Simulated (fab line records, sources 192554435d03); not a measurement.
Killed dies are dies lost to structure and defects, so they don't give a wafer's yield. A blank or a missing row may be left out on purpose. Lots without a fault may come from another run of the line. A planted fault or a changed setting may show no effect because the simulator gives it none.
Chamber matching | flow n5_finfet | N5_BEOL_M7_ILD_DEP_00 on pecvd-02: 3 sister chambers
The step deposits SiCOH lowk from DEMS/porogen, target thk 179.75 nm, time 33.4 s. 6 wafers are shown with their chamber, then 10 later ones without.

WAFERS WITH THEIR CHAMBER
wafer  | chamber | throttle_valve_pct (%) | heater_power_w (W)
L083.6 | 2       | 13.4                   | 285
L086.6 | 0       | 14.6                   | 345
L091.4 | 0       | 14.5                   | 355
L091.5 | 1       | 14.5                   | 360
L095.1 | 1       | 14.5                   | 356
L095.2 | 2       | 13.9                   | 241

WAFERS WITHOUT THEIR CHAMBER
wafer  | throttle_valve_pct (%) | heater_power_w (W)
L095.3 | 14.7                   | 350
L094.2 | 13.4                   | 258
L094.3 | 14.5                   | 335
L094.6 | 13.6                   | 259
L096.1 | 13.9                   | 225
L096.4 | 13.7                   | 234
L096.5 | 14.4                   | 363
L097.2 | 14.5                   | 348
L097.4 | 13.7                   | 251
L097.5 | 14.5                   | 367

WHICH CHAMBER EACH WENT THROUGH
wafer  | from the rows above     | in truth
L095.3 | can't be placed: 0 or 1 | 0
L094.2 | 2                       | 2
L094.3 | can't be placed: 0 or 1 | 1
L094.6 | 2                       | 2
L096.1 | 2                       | 2
L096.4 | 2                       | 2
L096.5 | can't be placed: 1 or 0 | 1
L097.2 | can't be placed: 0 or 1 | 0
L097.4 | 2                       | 2
L097.5 | can't be placed: 1 or 0 | 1
Placed correctly: 5 of 10. Can't be placed from these rows: 5 (the true chamber is among the candidates in 5). Placed wrongly: 0.
How it was worked out, from the rows above alone: a wafer's distance from a chamber is the root of the sum, over the readings, of the square of ((its reading less the chamber's mean) divided by the reading's scatter). The wafer belongs to the nearest chamber; if the next one is less than 2 further off, it can't be placed. A chamber's mean is the mean of its shown wafers. The scatter: the root of (the sum of the squares of (reading less its chamber's mean) over the shown wafers, divided by (wafers less chambers)).
